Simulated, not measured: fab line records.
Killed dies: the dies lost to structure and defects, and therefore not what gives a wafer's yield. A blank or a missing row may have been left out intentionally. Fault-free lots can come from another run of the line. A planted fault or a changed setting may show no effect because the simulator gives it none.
What tool caused it?    flow nand-harc    11 lots with 33 wafers sampled at 6 steps, on a route of 1302 steps

## WHAT THE GAUGES READ, wafer by wafer
NHARC_P_GATE_CD_MEAS_46: the cd target is 720 nm. Usual: 719.9 nm for cd-nm, sd 2.
lot   measured      on         cd-nm (nm)         flag
L219  day 5 21:01   cd-sem-02  719.6 718.3 721.8  
L221  day 6 22:04   cd-sem-02  719.0 719.8 717.4  
L222  day 7 00:18   cd-sem-01  721.5 719.8 717.3  
L224  day 8 03:25   cd-sem-02  715.5 718.9 718.8  
L225  day 8 06:05   cd-sem-02  - - -              OFF
L235  day 12 15:41  cd-sem-02  721.5 719.2 719.3  
L236  day 13 08:43  cd-sem-03  725.9 720.7 719.7  
L237  day 13 20:05  cd-sem-01  723.3 720.1 721.2  
L238  day 13 23:20  cd-sem-03  717.5 719.5 716.2  
L240  day 14 15:14  cd-sem-01  718.6 718.6 719.3  
L241  day 15 05:40  cd-sem-01  719.5 723.5 722.7  

NHARC_END_SORT_01. Usual: killed-at-array 49, standard deviation 19; killed-at-other 0.9, standard deviation 1.1; killed-at-periphery 4.0, standard deviation 2.7; killed-dies 54, standard deviation 19; killed-open 3.3, standard deviation 1.8; killed-short 2.6, standard deviation 1.6.
lot   measured      on         killed-at-array  killed-at-other  killed-at-periphery  killed-dies  killed-open  killed-short  flag
L225  day 26 07:14  prober-01  86 65 85         0 1 0            591 611 592          677 677 677  4 1 2        4 3 5         OFF

## WHAT TOOL EACH LOT RAN ON (gives the tool, then ch and the chambers of the sampled wafers, and finally the start)
lot   NHARC_P_STI_CMP_21             NHARC_P_GATE_ETCHBACK_37                       NHARC_P_GATE_EXPOSE_43             NHARC_P_GATE_DESCUM_48
L219  cmp-02 ch 0,3, day 4 01:42     rie-diel-11 ch 1,2, day 5 20:52 or earlier     krf-scanner-01 ch 0, day 5 20:52   rie-diel-03 ch 1,2, day 5 21:10
L221  cmp-03 ch 1,2,3, day 5 01:41   rie-diel-03 ch 0,1,3, day 6 21:55 or earlier   krf-scanner-03 ch 0, day 6 21:55   rie-diel-06 ch 0,2,3, day 6 22:14
L222  cmp-02 ch 0,3, day 5 06:17     rie-diel-11 ch 0,1,3, day 7 00:08 or earlier   krf-scanner-04 ch 0, day 7 00:08   rie-diel-03 ch 1,2, day 7 00:28
L224  cmp-04 ch 0,2,3, day 6 03:24   rie-diel-03 ch 0,2, day 8 03:16 or earlier     krf-scanner-04 ch 0, day 8 03:16   rie-diel-06 ch 0,1,3, day 8 03:35
L225  cmp-02 ch 0,1,2, day 6 11:34   rie-diel-03 ch 0,2,3, day 8 05:56 or earlier   krf-scanner-03 ch 0, day 8 05:56   rie-diel-03 ch 0,3, day 8 06:16
L235  cmp-03 ch 0,2,3, day 10 18:58  rie-diel-11 ch 0,2,3, day 12 15:32 or earlier  krf-scanner-01 ch 0, day 12 15:32  rie-diel-03 ch 1,2,3, day 12 15:52
L236  cmp-04 ch 0,1,3, day 11 09:06  rie-diel-06 ch 0,1,3, day 13 08:34 or earlier  krf-scanner-01 ch 0, day 13 08:34  rie-diel-03 ch 0,2,3, day 13 08:53
L237  cmp-04 ch 0,2,3, day 11 19:17  rie-diel-03 ch 0,1,3, day 13 19:56 or earlier  krf-scanner-01 ch 0, day 13 19:56  rie-diel-03 ch 0,2,3, day 13 20:14
L238  cmp-04 ch 0,2,3, day 12 03:02  rie-diel-11 ch 0,1,3, day 13 23:10 or earlier  krf-scanner-01 ch 0, day 13 23:10  rie-diel-11 ch 0,1,2, day 13 23:29
L240  cmp-02 ch 0,2,3, day 12 19:05  rie-diel-03 ch 1,2,3, day 14 15:05 or earlier  krf-scanner-01 ch 0, day 14 15:05  rie-diel-03 ch 0,1,3, day 14 15:24
L241  cmp-03 ch 2,3, day 13 07:13    rie-diel-11 ch 0,1,3, day 15 05:31 or earlier  krf-scanner-03 ch 0, day 15 05:31  rie-diel-11 ch 0,2,3, day 15 05:51
- NHARC_P_STI_CMP_21: polishes, t overpolish 20 s, target thk 380.67 nm.
- NHARC_P_GATE_ETCHBACK_37: etches the open film in CHF3/O2, target depth 34.5 nm, time 17.2 s.
- NHARC_P_GATE_EXPOSE_43: exposes mask P NSD, target cd 720 nm.
- NHARC_P_GATE_DESCUM_48: chemistry O2, time 3 s.

## WHAT THE TOOLS THEMSELVES READ (means of the sampled wafers that have a number; where no wafer has one, the mark that the record gives instead)
NHARC_P_STI_CMP_21. Usual: motor-current-A 11.8 A, standard deviation 1.4; overpolish-run-s 20.001 s, standard deviation 0.0087.
lot   tool    motor-current-A (A)  overpolish-run-s (s)  flag
L219  cmp-02  11.4                 20.012                
L221  cmp-03  10.9                 20.004                
L222  cmp-02  11.3                 20.001                
L224  cmp-04  12.3                 20.003                
L225  cmp-02  12.9                 19.999                
L235  cmp-03  11.3                 20.002                
L236  cmp-04  12.2                 19.997                
L237  cmp-04  12.5                 19.999                
L238  cmp-04  12.4                 19.994                
L240  cmp-02  12.8                 19.993                
L241  cmp-03  10.8                 19.997                

NHARC_P_GATE_ETCHBACK_37. Usual: drypump-motor-current-A 5.6 A, standard deviation 0.38; oes-product-au 0.939 a.u., standard deviation 0.03; rf-vpp-V 371.9 V, standard deviation 2.4; showerhead-plenum-p-Torr 2.46 Torr, standard deviation 0.11; throttle-valve-pct 20.572 %, standard deviation 0.0096.
lot   tool         drypump-motor-current-A (A)  oes-product-au (a.u.)  rf-vpp-V (V)  showerhead-plenum-p-Torr (Torr)  throttle-valve-pct (%)  flag
L219  rie-diel-11  5.4                          0.963                  373.3         2.57                             20.568                  
L221  rie-diel-03  5.8                          0.929                  371.2         2.45                             20.569                  
L222  rie-diel-11  5.7                          1.001                  370.5         2.40                             20.574                  
L224  rie-diel-03  5.7                          0.914                  369.6         2.34                             20.567                  
L225  rie-diel-03  5.8                          0.910                  371.6         2.41                             20.568                  
L235  rie-diel-11  5.5                          0.944                  371.1         2.41                             20.571                  
L236  rie-diel-06  5.6                          0.927                  373.4         2.53                             20.571                  
L237  rie-diel-03  5.8                          0.995                  371.3         2.45                             20.568                  
L238  rie-diel-11  5.7                          0.922                  370.2         2.40                             20.567                  
L240  rie-diel-03  5.5                          0.916                  372.2         2.46                             20.572                  
L241  rie-diel-11  5.7                          0.932                  370.4         2.40                             20.579                  

NHARC_P_GATE_EXPOSE_43. Usual: 14.812 for exposure-dose-mJ-cm2, sd 0.015.
lot   tool            exposure-dose-mJ-cm2  flag
L219  krf-scanner-01  14.825                
L221  krf-scanner-03  14.810                
L222  krf-scanner-04  14.802                
L224  krf-scanner-04  14.816                
L225  krf-scanner-03  14.828                
L235  krf-scanner-01  14.815                
L236  krf-scanner-01  14.789                
L237  krf-scanner-01  14.828                
L238  krf-scanner-01  14.822                
L240  krf-scanner-01  14.824                
L241  krf-scanner-03  14.800                

NHARC_P_GATE_DESCUM_48. Usual: drypump-motor-current-A 5.6 A, standard deviation 0.39; oes-product-au 1.000 a.u., standard deviation 0.011; rf-vpp-V 57.9 V, standard deviation 0.99; showerhead-plenum-p-Torr 1.96 Torr, standard deviation 0.083; throttle-valve-pct 11.312 %, standard deviation 0.0088.
lot   tool         drypump-motor-current-A (A)  oes-product-au (a.u.)  rf-vpp-V (V)  showerhead-plenum-p-Torr (Torr)  throttle-valve-pct (%)  flag
L219  rie-diel-03  5.4                          0.997                  57.7          1.93                             11.310                  
L221  rie-diel-06  5.4                          1.002                  58.1          2.01                             11.309                  
L222  rie-diel-03  5.4                          0.990                  57.2          1.90                             11.309                  
L224  rie-diel-06  5.5                          1.007                  59.1          2.02                             11.315                  
L225  rie-diel-03  5.9                          0.981                  57.4          1.99                             11.313                  
L235  rie-diel-03  5.5                          1.002                  58.1          1.96                             11.308                  
L236  rie-diel-03  5.8                          0.993                  57.2          1.92                             11.318                  
L237  rie-diel-03  5.8                          1.002                  57.3          1.92                             11.315                  
L238  rie-diel-11  5.6                          0.996                  57.7          1.97                             11.314                  
L240  rie-diel-03  5.8                          0.994                  58.1          1.95                             11.317                  
L241  rie-diel-11  5.4                          0.995                  58.1          1.92                             11.308                  

## THE ANSWER, worked out from the rows above alone
Rule: a lot counts as off when the mean over its wafers that have a number is more than 3 standard deviations away from the usual mean. A lot without any number at a reading at which 4 lots or more have one is off too. Any other lot the step has rows for is counted as sound. The gauges are gone through in route order, then the tools' own readings, and for those a lot's mean is taken as printed above. At the first step where some lot is off, the reading lying furthest off is the one used; lots without a number count as furthest.
Off: L225, at NHARC_P_GATE_CD_MEAS_46 (cd-nm). Without a number there: L225.
If a tool, at a process step before that reading, ran all the lots that are off and no sound lot after the first of them, it fits. The gauges at NHARC_P_GATE_CD_MEAS_46 aren't tried: what is off there is off at NHARC_END_SORT_01 too, on other tools, and a gauge's error can't cause that. Because NHARC_P_GATE_ETCHBACK_37 lacks a start for some lots, the hours and order of its lots are taken from NHARC_P_GATE_EXPOSE_43. None of those tried fits.

## WHAT THE SIMULATOR PUT IN
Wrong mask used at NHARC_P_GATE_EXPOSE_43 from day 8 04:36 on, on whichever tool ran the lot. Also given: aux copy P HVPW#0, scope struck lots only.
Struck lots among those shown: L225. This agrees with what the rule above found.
